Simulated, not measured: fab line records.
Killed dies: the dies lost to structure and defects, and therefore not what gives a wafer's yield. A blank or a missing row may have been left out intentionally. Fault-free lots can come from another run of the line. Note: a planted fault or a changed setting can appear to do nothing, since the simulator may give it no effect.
Struck lot and sound lot, side by side || flow nand_harc || 15 steps out of a route of 1302
Sound: wafers L973.2, L973.4, L973.5. Struck: wafers L980.4, L980.5. (L980.6 of the same lot was not struck and is left out.) The cause comes at the end.
Order at every step that has rows: each side's tool, ch and its chambers, its first start. Under that, the readings that differ: sound wafers || struck wafers || difference of the means || sigmas: that difference in standard deviations of wafers without a fault.
alike: words and numbers the same on both sides, and readings whose means are apart by under 2 such deviations; not compared: readings that were withheld, readings missing a value for some wafer, numbers with overlapping values and no deviation given by the record, and bounds like >300 which may hide the same value.
Wherever a step has rows on one side only, a row that says differs or no value, or a row with sigmas, the two part there. Numbers that don't overlap but have no deviation are shown without sigmas and don't part them. A reading that every wafer of one side lacks parts them only if that side has two wafers or more.

NHARC_A_CHANNEL_FILL_D2_ALD_15: deposits SiNx, target thk 2 nm, pulse time 60 s, ald cycles 19.
  sound on ald_sin_batch-01 ch 0; struck on ald_sin_batch-03 ch 0
  alike: precursor_pulse_height_rel
  not compared: ald_cycles
NHARC_A_CHANNEL_FILL_D2_ALD_16: deposits SiO2, target thk 1.5 nm, pulse time 10 s, ald cycles 15.
  sound on ald_hk-02 ch 1,2,3, day 15 12:44; struck on ald_hk-04 ch 0,3, day 18 12:59
  alike: heater_power_w, precursor_pulse_height_rel
  not compared: ald_cycles, since_wet_clean_h
then, 2 steps without rows for these wafers: NHARC_A_CHANNEL_FILL_D2_ANNEAL_17 (time 1800 s); NHARC_A_CHANNEL_FILL_D2_CVD_18 (deposits poly-Si, target thk 3 nm).
NHARC_A_CHANNEL_FILL_D2_ETCHBACK_19: etches the open film in HBr/Cl2, target depth 5 nm, time 1.7 s.
  sound on rie_si-02 ch 0,1, day 16 00:27; struck on rie_si-02 ch 2,3, day 19 02:34
  alike: bias_w, chamber_pressure_mTorr, drypump_motor_current_A, oes_product_au, throttle_valve_pct
  not compared: rf_hours_counter_h
then, 1 step without rows for these wafers: NHARC_A_CHANNEL_FILL_D2_ETCHBACK_20 (etches the open film in C4F8/O2/Ar, target depth 27 nm, time 13.5 s).
NHARC_A_CHANNEL_FILL_D2_STRIP_28: strips in O2, time 20 s.
  sound on rie_diel-03 ch 0,1,3, day 16 00:40; struck on rie_diel-05 ch 1,3, day 19 02:45
  alike: chamber_pressure_mTorr, drypump_motor_current_A, oes_product_au, rf_vpp_V, showerhead_plenum_p_Torr, throttle_valve_pct
  not compared: rf_hours_counter_h
then, 4 steps without rows for these wafers: NHARC_A_CHANNEL_FILL_D2_PRECLEAN_21 (cleans in dHF, time 30 s); NHARC_A_CHANNEL_FILL_D2_SRD_23; NHARC_A_CHANNEL_FILL_D2_CVD_05 (deposits poly-Si, target thk 5 nm); NHARC_A_CHANNEL_FILL_D2_ANNEAL_22 (time 7200 s).
NHARC_A_CHANNEL_FILL_D2_THK_MEAS_06: measures by ellipsometry.
  sound: film_metro-01 at day 16 12:21; struck: film_metro-01 at day 19 15:26
  alike: thk_nm
NHARC_A_CHANNEL_FILL_D2_ALD_25: deposits SiOx, target thk 60 nm, pulse time 10 s, ald cycles 600.
  sound on ald_hk-02 ch 1,3, day 16 13:02; struck on ald_hk-02 ch 3, day 19 16:06
{"reading": "ald_cycles", "sound": "600 600 600", "struck": "622 622", "difference": "+22", "sigmas": ""}
  alike: heater_power_w, precursor_pulse_height_rel
  not compared: since_wet_clean_h
NHARC_A_CHANNEL_FILL_D2_ETCHBACK_08: etches the open film in C4F8, target depth 220 nm, time 110 s.
  sound on rie_diel-05 ch 0,1,3; struck on rie_diel-05 ch 1,3
  alike: chamber_pressure_mTorr, oes_product_au, rf_vpp_V
  not compared: rf_hours_counter_h
-- the record jumps here: 9 days lie between the struck wafers' starts before and after (it left off in module A_CHANNEL_FILL_D2 and takes up again in module END, whose first step shown is number 1302 of the route) --
NHARC_END_SORT_01:
  sound on prober-02 ch 0, day 25 18:22; struck on prober-02 ch 0, day 28 22:23
  alike: killed_at_array, killed_at_other, killed_at_periphery, killed_dies, killed_open, killed_short

WHERE THEY PART
Nowhere in this record.

WHY: what had been put in by the simulator
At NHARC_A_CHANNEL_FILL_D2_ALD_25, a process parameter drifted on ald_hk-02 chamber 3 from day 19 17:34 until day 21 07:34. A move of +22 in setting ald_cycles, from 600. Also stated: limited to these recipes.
